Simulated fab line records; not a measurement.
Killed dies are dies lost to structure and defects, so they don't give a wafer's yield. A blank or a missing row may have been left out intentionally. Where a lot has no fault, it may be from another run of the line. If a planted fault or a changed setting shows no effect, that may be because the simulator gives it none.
What tool caused it? | flow n5Finfet | 24 lots with 72 wafers sampled at 6 steps, on a route of 1938 steps

WHAT EACH GAUGE READ, for each wafer
No reading from a measuring or inspecting step in the record can be judged against a usual standard deviation.

TOOL THAT RAN EACH LOT (tool first, then ch and the chambers of the sampled wafers, then the start)
lot  | N5_BEOL_M2_ANNEAL_80        | N5_BEOL_M2_ANNEAL_87        | N5_BEOL_M2_ANNEAL_89        | N5_BEOL_M3_ANNEAL_89        | N5_BEOL_M3_ANNEAL_93        | N5_BEOL_M4_PECVD_72
L074 | pvdSputter-02, day 6 20:14  | pvdSputter-02, day 6 20:41  | pvdSputter-02, day 6 20:54  | pvdSputter-01, day 7 03:33  | pvdSputter-01, day 7 03:59  | pecvd-04 ch 0,1,2, day 7 05:35
L075 | pvdSputter-02, day 7 08:43  | pvdSputter-02, day 7 09:10  | pvdSputter-02, day 7 09:23  | pvdSputter-03, day 7 22:13  | pvdSputter-03, day 7 22:39  | pecvd-01 ch 0,1,2, day 8 00:14
L076 | pvdSputter-03, day 7 08:56  | pvdSputter-03, day 7 09:22  | pvdSputter-03, day 7 09:35  | pvdSputter-03, day 7 20:22  | pvdSputter-03, day 7 20:49  | pecvd-03 ch 0,1,2, day 7 22:36
L077 | pvdSputter-01, day 7 09:03  | pvdSputter-01, day 7 09:29  | pvdSputter-01, day 7 09:43  | pvdSputter-03, day 8 01:46  | pvdSputter-03, day 8 02:13  | pecvd-03 ch 0,1,2, day 8 03:59
L078 | pvdSputter-02, day 7 10:38  | pvdSputter-02, day 7 11:05  | pvdSputter-02, day 7 11:18  | pvdSputter-01, day 8 03:19  | pvdSputter-01, day 8 03:45  | pecvd-04 ch 0,2, day 8 05:21
L079 | pvdSputter-02, day 7 18:22  | pvdSputter-02, day 7 18:48  | pvdSputter-02, day 7 19:01  | pvdSputter-03, day 8 04:59  | pvdSputter-03, day 8 05:26  | pecvd-04 ch 1,2, day 8 07:01
L081 | pvdSputter-01, day 8 07:07  | pvdSputter-01, day 8 07:33  | pvdSputter-01, day 8 07:46  | pvdSputter-01, day 8 15:33  | pvdSputter-01, day 8 15:59  | pecvd-01 ch 1,2, day 8 17:34
L080 | pvdSputter-02, day 8 09:14  | pvdSputter-02, day 8 09:41  | pvdSputter-02, day 8 09:54  | pvdSputter-02, day 8 20:02  | pvdSputter-02, day 8 20:29  | pecvd-04 ch 0,1,2, day 8 22:03
L082 | pvdSputter-01, day 8 16:49  | pvdSputter-01, day 8 17:15  | pvdSputter-01, day 8 17:28  | pvdSputter-02, day 9 05:55  | pvdSputter-02, day 9 06:21  | pecvd-01 ch 0,1, day 9 07:56
L083 | pvdSputter-02, day 9 07:20  | pvdSputter-02, day 9 07:46  | pvdSputter-02, day 9 07:59  | pvdSputter-02, day 9 14:59  | pvdSputter-02, day 9 19:55  | pecvd-04 ch 0,1, day 9 21:32
L084 | pvdSputter-03, day 9 07:38  | pvdSputter-03, day 9 08:04  | pvdSputter-03, day 9 08:17  | pvdSputter-02, day 9 22:08  | pvdSputter-02, day 9 22:34  | pecvd-03 ch 0,1,2, day 10 00:11
L085 | pvdSputter-03, day 9 10:23  | pvdSputter-03, day 9 10:50  | pvdSputter-03, day 9 11:03  | pvdSputter-01, day 9 22:23  | pvdSputter-01, day 9 22:49  | pecvd-01 ch 0,1, day 10 00:25
L086 | pvdSputter-03, day 9 21:41  | pvdSputter-03, day 9 22:08  | pvdSputter-03, day 9 22:21  | pvdSputter-01, day 10 05:32 | pvdSputter-01, day 10 05:58 | pecvd-04 ch 0,1, day 10 07:34
L087 | pvdSputter-02, day 10 09:11 | pvdSputter-02, day 10 09:37 | pvdSputter-02, day 10 09:50 | pvdSputter-01, day 10 22:23 | pvdSputter-01, day 10 22:49 | pecvd-04 ch 1,2, day 11 00:34
L088 | pvdSputter-03, day 10 11:49 | pvdSputter-03, day 10 12:16 | pvdSputter-03, day 10 12:29 | pvdSputter-01, day 11 02:04 | pvdSputter-01, day 11 02:30 | pecvd-04 ch 0,1, day 11 04:13
L089 | pvdSputter-02, day 10 14:55 | pvdSputter-02, day 10 15:21 | pvdSputter-02, day 10 15:34 | pvdSputter-03, day 11 04:34 | pvdSputter-03, day 11 05:00 | pecvd-04 ch 0,2, day 11 06:36
L090 | pvdSputter-01, day 10 19:53 | pvdSputter-01, day 10 20:19 | pvdSputter-01, day 10 20:32 | pvdSputter-02, day 11 05:31 | pvdSputter-02, day 11 05:58 | pecvd-03 ch 0,1, day 11 07:36
L091 | pvdSputter-01, day 11 04:58 | pvdSputter-01, day 11 05:25 | pvdSputter-01, day 11 05:38 | pvdSputter-01, day 11 11:55 | pvdSputter-01, day 11 12:22 | pecvd-01 ch 0,1,2, day 11 13:59
L092 | pvdSputter-03, day 11 05:59 | pvdSputter-03, day 11 06:25 | pvdSputter-03, day 11 06:38 | pvdSputter-03, day 11 14:37 | pvdSputter-03, day 11 15:04 | pecvd-01 ch 0,1,2, day 11 16:38
L093 | pvdSputter-01, day 11 08:27 | pvdSputter-01, day 11 08:53 | pvdSputter-01, day 11 09:07 | pvdSputter-02, day 11 17:39 | pvdSputter-02, day 11 18:05 | pecvd-04 ch 0,1,2, day 11 19:41
L094 | pvdSputter-03, day 11 17:49 | pvdSputter-03, day 11 18:16 | pvdSputter-03, day 11 18:29 | pvdSputter-01, day 12 12:30 | pvdSputter-01, day 12 12:56 | pecvd-03 ch 0,2, day 12 14:35
L095 | pvdSputter-02, day 11 20:50 | pvdSputter-02, day 11 21:16 | pvdSputter-02, day 11 21:29 | pvdSputter-01, day 12 18:15 | pvdSputter-01, day 12 18:41 | pecvd-03 ch 1,2, day 12 20:16
L096 | pvdSputter-03, day 12 07:12 | pvdSputter-03, day 12 07:38 | pvdSputter-03, day 12 07:52 | pvdSputter-01, day 12 21:25 | pvdSputter-01, day 12 21:52 | pecvd-03 ch 0,2, day 12 23:28
L097 | pvdSputter-03, day 12 10:46 | pvdSputter-03, day 12 11:12 | pvdSputter-03, day 12 11:25 | pvdSputter-01, day 12 23:32 | pvdSputter-01, day 12 23:59 | pecvd-04 ch 0,1,2, day 13 01:34
- N5_BEOL_M2_ANNEAL_80: time 240 s.
- N5_BEOL_M2_ANNEAL_87: time 240 s.
- N5_BEOL_M2_ANNEAL_89: time 240 s.
- N5_BEOL_M3_ANNEAL_89: time 240 s.
- N5_BEOL_M3_ANNEAL_93: time 240 s.
- N5_BEOL_M4_PECVD_72: deposits SiO2 from TEOS/O2, target thk 16 nm, time 18 s.

WHAT THE TOOLS THEMSELVES READ (means of the sampled wafers that have a number; where no wafer has one, the mark that the record gives instead)
N5_BEOL_M2_ANNEAL_80. Usual: heaterPowerW reads 877 W (standard deviation 120).
lot  | tool          | heaterPowerW (W) | flag
L074 | pvdSputter-02 | 894              | 
L075 | pvdSputter-02 | 889              | 
L076 | pvdSputter-03 | 844              | 
L077 | pvdSputter-01 | 1006             | 
L078 | pvdSputter-02 | 946              | 
L079 | pvdSputter-02 | 949              | 
L081 | pvdSputter-01 | 721              | 
L080 | pvdSputter-02 | 958              | 
L082 | pvdSputter-01 | 826              | 
L083 | pvdSputter-02 | 956              | 
L084 | pvdSputter-03 | 859              | 
L085 | pvdSputter-03 | 888              | 
L086 | pvdSputter-03 | 859              | 
L087 | pvdSputter-02 | 895              | 
L088 | pvdSputter-03 | 849              | 
L089 | pvdSputter-02 | 966              | 
L090 | pvdSputter-01 | 860              | 
L091 | pvdSputter-01 | 858              | 
L092 | pvdSputter-03 | 779              | 
L093 | pvdSputter-01 | 761              | 
L094 | pvdSputter-03 | 876              | 
L095 | pvdSputter-02 | 862              | 
L096 | pvdSputter-03 | 864              | 
L097 | pvdSputter-03 | 818              | 

N5_BEOL_M2_ANNEAL_87. Usual: heaterPowerW reads 880 W (standard deviation 110).
lot  | tool          | heaterPowerW (W) | flag
L074 | pvdSputter-02 | 894              | 
L075 | pvdSputter-02 | 882              | 
L076 | pvdSputter-03 | 861              | 
L077 | pvdSputter-01 | 1010             | 
L078 | pvdSputter-02 | 955              | 
L079 | pvdSputter-02 | 947              | 
L081 | pvdSputter-01 | 725              | 
L080 | pvdSputter-02 | 948              | 
L082 | pvdSputter-01 | 836              | 
L083 | pvdSputter-02 | 970              | 
L084 | pvdSputter-03 | 871              | 
L085 | pvdSputter-03 | 896              | 
L086 | pvdSputter-03 | 842              | 
L087 | pvdSputter-02 | 878              | 
L088 | pvdSputter-03 | 859              | 
L089 | pvdSputter-02 | 973              | 
L090 | pvdSputter-01 | 862              | 
L091 | pvdSputter-01 | 849              | 
L092 | pvdSputter-03 | 779              | 
L093 | pvdSputter-01 | 766              | 
L094 | pvdSputter-03 | 890              | 
L095 | pvdSputter-02 | 870              | 
L096 | pvdSputter-03 | 855              | 
L097 | pvdSputter-03 | 832              | 

N5_BEOL_M2_ANNEAL_89. Usual: heaterPowerW reads 877 W (standard deviation 110).
lot  | tool          | heaterPowerW (W) | flag
L074 | pvdSputter-02 | 884              | 
L075 | pvdSputter-02 | 879              | 
L076 | pvdSputter-03 | 849              | 
L077 | pvdSputter-01 | 1009             | 
L078 | pvdSputter-02 | 959              | 
L079 | pvdSputter-02 | 956              | 
L081 | pvdSputter-01 | 718              | 
L080 | pvdSputter-02 | 953              | 
L082 | pvdSputter-01 | 832              | 
L083 | pvdSputter-02 | 956              | 
L084 | pvdSputter-03 | 885              | 
L085 | pvdSputter-03 | 882              | 
L086 | pvdSputter-03 | 865              | 
L087 | pvdSputter-02 | 871              | 
L088 | pvdSputter-03 | 854              | 
L089 | pvdSputter-02 | 953              | 
L090 | pvdSputter-01 | 865              | 
L091 | pvdSputter-01 | 844              | 
L092 | pvdSputter-03 | 769              | 
L093 | pvdSputter-01 | 772              | 
L094 | pvdSputter-03 | 868              | 
L095 | pvdSputter-02 | 868              | 
L096 | pvdSputter-03 | 849              | 
L097 | pvdSputter-03 | 823              | 

N5_BEOL_M3_ANNEAL_89. Usual: heaterPowerW reads 884 W (standard deviation 140).
lot  | tool          | heaterPowerW (W) | flag
L074 | pvdSputter-01 | 873              | 
L075 | pvdSputter-03 | 941              | 
L076 | pvdSputter-03 | 819              | 
L077 | pvdSputter-03 | 939              | 
L078 | pvdSputter-01 | 851              | 
L079 | pvdSputter-03 | 922              | 
L081 | pvdSputter-01 | 840              | 
L080 | pvdSputter-02 | 890              | 
L082 | pvdSputter-02 | 930              | 
L083 | pvdSputter-02 | 885              | 
L084 | pvdSputter-02 | 1029             | 
L085 | pvdSputter-01 | 833              | 
L086 | pvdSputter-01 | 846              | 
L087 | pvdSputter-01 | 860              | 
L088 | pvdSputter-01 | 854              | 
L089 | pvdSputter-03 | 869              | 
L090 | pvdSputter-02 | 943              | 
L091 | pvdSputter-01 | 793              | 
L092 | pvdSputter-03 | 900              | 
L093 | pvdSputter-02 | 811              | 
L094 | pvdSputter-01 | 908              | 
L095 | pvdSputter-01 | 1004             | 
L096 | pvdSputter-01 | 921              | 
L097 | pvdSputter-01 | 854              | 

N5_BEOL_M3_ANNEAL_93. Usual: heaterPowerW reads 885 W (standard deviation 130).
lot  | tool          | heaterPowerW (W) | flag
L074 | pvdSputter-01 | 852              | 
L075 | pvdSputter-03 | 941              | 
L076 | pvdSputter-03 | 820              | 
L077 | pvdSputter-03 | 936              | 
L078 | pvdSputter-01 | 858              | 
L079 | pvdSputter-03 | 910              | 
L081 | pvdSputter-01 | 848              | 
L080 | pvdSputter-02 | 881              | 
L082 | pvdSputter-02 | 947              | 
L083 | pvdSputter-02 | 883              | 
L084 | pvdSputter-02 | 1021             | 
L085 | pvdSputter-01 | 827              | 
L086 | pvdSputter-01 | 841              | 
L087 | pvdSputter-01 | 856              | 
L088 | pvdSputter-01 | 872              | 
L089 | pvdSputter-03 | 861              | 
L090 | pvdSputter-02 | 951              | 
L091 | pvdSputter-01 | 782              | 
L092 | pvdSputter-03 | 905              | 
L093 | pvdSputter-02 | 811              | 
L094 | pvdSputter-01 | 909              | 
L095 | pvdSputter-01 | 1004             | 
L096 | pvdSputter-01 | 905              | 
L097 | pvdSputter-01 | 867              | 

N5_BEOL_M4_PECVD_72. Usual: heaterPowerOuterW 406 W, standard deviation 50; heaterPowerW 675 W, standard deviation 61; showerheadPlenumPTorr 8.78 Torr, standard deviation 0.043; throttleValvePct 22.8 %, standard deviation 1.4.
lot  | tool     | heaterPowerOuterW (W) | heaterPowerW (W) | showerheadPlenumPTorr (Torr) | throttleValvePct (%) | flag
L074 | pecvd-04 | 391                   | 646              | 8.74                         | 23.0                 | 
L075 | pecvd-01 | 457                   | 755              | 8.78                         | 24.2                 | 
L076 | pecvd-03 | 368                   | 625              | 8.81                         | 22.3                 | 
L077 | pecvd-03 | 369                   | 641              | 8.79                         | 22.3                 | 
L078 | pecvd-04 | 364                   | 608              | 8.77                         | 23.2                 | 
L079 | pecvd-04 | 420                   | 692              | 8.76                         | 23.5                 | 
L081 | pecvd-01 | 441                   | 699              | 8.81                         | 24.9                 | 
L080 | pecvd-04 | 396                   | 660              | 8.76                         | 23.0                 | 
L082 | pecvd-01 | 488                   | 772              | 8.79                         | 25.4                 | 
L083 | pecvd-04 | 430                   | 681              | 8.75                         | 22.6                 | 
L084 | pecvd-03 | 419                   | 695              | 8.80                         | 22.5                 | 
L085 | pecvd-01 | 452                   | 728              | 8.80                         | 25.5                 | 
L086 | pecvd-04 | 380                   | 649              | 8.75                         | 22.8                 | 
L087 | pecvd-04 | 406                   | 682              | 8.77                         | 21.0                 | 
L088 | pecvd-04 | 423                   | 701              | 8.74                         | 22.8                 | 
L089 | pecvd-04 | 407                   | 661              | 8.76                         | 20.7                 | 
L090 | pecvd-03 | 373                   | 621              | 8.76                         | 22.6                 | 
L091 | pecvd-01 | 466                   | 760              | 8.80                         | 24.2                 | 
L092 | pecvd-01 | 468                   | 756              | 8.80                         | 24.2                 | 
L093 | pecvd-04 | 384                   | 634              | 8.74                         | 21.7                 | 
L094 | pecvd-03 | 377                   | 679              | 8.80                         | 22.3                 | 
L095 | pecvd-03 | 362                   | 654              | 8.82                         | 22.0                 | 
L096 | pecvd-03 | 394                   | 679              | 8.76                         | 22.6                 | 
L097 | pecvd-04 | 373                   | 618              | 8.75                         | 21.9                 | 

THE ANSWER, worked out from the rows above alone
Rule: take the mean of a lot's wafers that have a number; if it is more than 3 standard deviations from the usual mean, the lot is off. Also off: a lot with no number at a reading for which 4 or more lots have one. Where the step has rows for the other lots, those lots are counted as sound. After the gauges, taken in route order, come the tools' own readings; for these a lot's mean is taken, as printed above. At the first step where some lot is off, the reading lying furthest off is the one used; lots without a number count as furthest.
Nothing can be told from this: no lot is off at any reading shown.

WHAT HAD BEEN PUT IN BY THE SIMULATOR
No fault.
